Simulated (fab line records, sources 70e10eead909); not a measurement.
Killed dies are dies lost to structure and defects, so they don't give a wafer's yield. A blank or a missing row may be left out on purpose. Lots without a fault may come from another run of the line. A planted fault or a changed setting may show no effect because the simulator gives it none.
A struck lot beside a sound one | flow nand_harc | 18 steps out of a route of 1159
Sound: wafers L250.2, L250.3, L250.5. Struck: wafers L255.1, L255.3, L255.4. The cause comes at the end.
At each step with rows: each side's tool, then ch and its chambers, then its first start. Under that, the readings that differ: sound wafers | struck wafers | difference of the means | sigmas: that difference in standard deviations of wafers without a fault.
alike: readings whose means differ by less than 2 such deviations, and words and numbers that are the same on both sides. not compared: withheld readings, readings that some wafer has no value for, bounds like >300 that may hide the same value, and numbers for which the record gives no deviation and whose values overlap.
The two part at a step that has a row with sigmas, a row that says differs or no value, or rows on one side only. Numbers that don't overlap but have no deviation are shown without sigmas and don't part them. A reading that every wafer of one side lacks parts them only if that side has two wafers or more.

NHARC_A_ONON_D1_THK_MEAS_34: measures by ellipsometry.
  sound on film_metro-01, day 8 17:28; struck on film_metro-02, day 10 02:47
  alike: thk_nm
NHARC_A_ONON_D1_INSPECT_32:
  sound on defect_inspect-01, day 8 17:32; struck on defect_inspect-01, day 10 02:52
  alike: raw_defect_count
NHARC_A_CHANNEL_HOLE_D1_DEP_00: deposits aC, target thk 3100 nm.
  sound on acl_dep-02 ch 0, day 8 19:59; struck on acl_dep-03 ch 0, day 10 02:55
  alike: throttle_valve_pct
NHARC_A_CHANNEL_HOLE_D1_DEP_01: deposits SiON, target thk 140 nm.
  sound on pecvd-01 ch 0,2, day 8 21:36; struck on pecvd-03 ch 1,2, day 10 04:50
  alike: heater_power_w
then, 7 steps without rows for these wafers: NHARC_A_CHANNEL_HOLE_D1_DEHYDRATE_02 (time 120 s); NHARC_A_CHANNEL_HOLE_D1_HMDS_03 (time 30 s); NHARC_A_CHANNEL_HOLE_D1_COAT_36 (time 75 s); NHARC_A_CHANNEL_HOLE_D1_COAT_37 (time 65 s); NHARC_A_CHANNEL_HOLE_D1_COAT_04 (resist thk 90 nm); NHARC_A_CHANNEL_HOLE_D1_SOFTBAKE_05 (time 55 s); NHARC_A_CHANNEL_HOLE_D1_EBR_06.
NHARC_A_CHANNEL_HOLE_D1_EXPOSE_07: exposes mask HOLE D1, target cd 100 nm.
  sound on arfi_scanner-03 ch 0, day 8 22:11; struck on arfi_scanner-02 ch 0, day 10 05:25
  reading                                   | sound                | struck            | difference | sigmas
  model.A_CHANNEL_HOLE_D1.overlay_x_nm (nm) | 0.8507 0.8507 0.8507 | 4.522 4.522 4.522 | +3.671     |
  alike: mask, exposure_dose_mJ_cm2
then, 2 steps without rows for these wafers: NHARC_A_CHANNEL_HOLE_D1_PEB_08 (peb time 65 s); NHARC_A_CHANNEL_HOLE_D1_DEVELOP_09 (develop time 35 s).
NHARC_A_CHANNEL_HOLE_D1_CD_MEAS_10: target cd 100 nm.
  sound on cd_sem-03 ch 0, day 8 22:19; struck on cd_sem-02 ch 0, day 10 05:33
  alike: cd_nm
NHARC_A_CHANNEL_HOLE_D1_OVL_MEAS_11:
  sound on overlay-01, day 8 22:25; struck on overlay-02, day 10 05:38
  reading           | sound       | struck      | difference | sigmas
  overlay_x_nm (nm) | 0.8 0.9 1.0 | 4.7 4.1 5.1 | +3.7       | +5
  alike: overlay_y_nm
NHARC_A_CHANNEL_HOLE_D1_INSPECT_12:
  sound on defect_inspect-02, day 8 22:27; struck on defect_inspect-02, day 10 05:40
  alike: raw_defect_count
-- the record jumps here: 11 days lie between the struck wafers' starts before and after (it left off in module A_CHANNEL_HOLE_D1 and takes up again in module END, whose first step shown is number 1159 of the route) --
NHARC_END_SORT_01:
  the record has rows for the struck wafers here (prober-02 ch 0, day 21 09:52) and none for the sound ones

WHERE THEY PART
First at NHARC_A_CHANNEL_HOLE_D1_OVL_MEAS_11; last, within this record, at NHARC_END_SORT_01.

WHY: what the simulator had put in
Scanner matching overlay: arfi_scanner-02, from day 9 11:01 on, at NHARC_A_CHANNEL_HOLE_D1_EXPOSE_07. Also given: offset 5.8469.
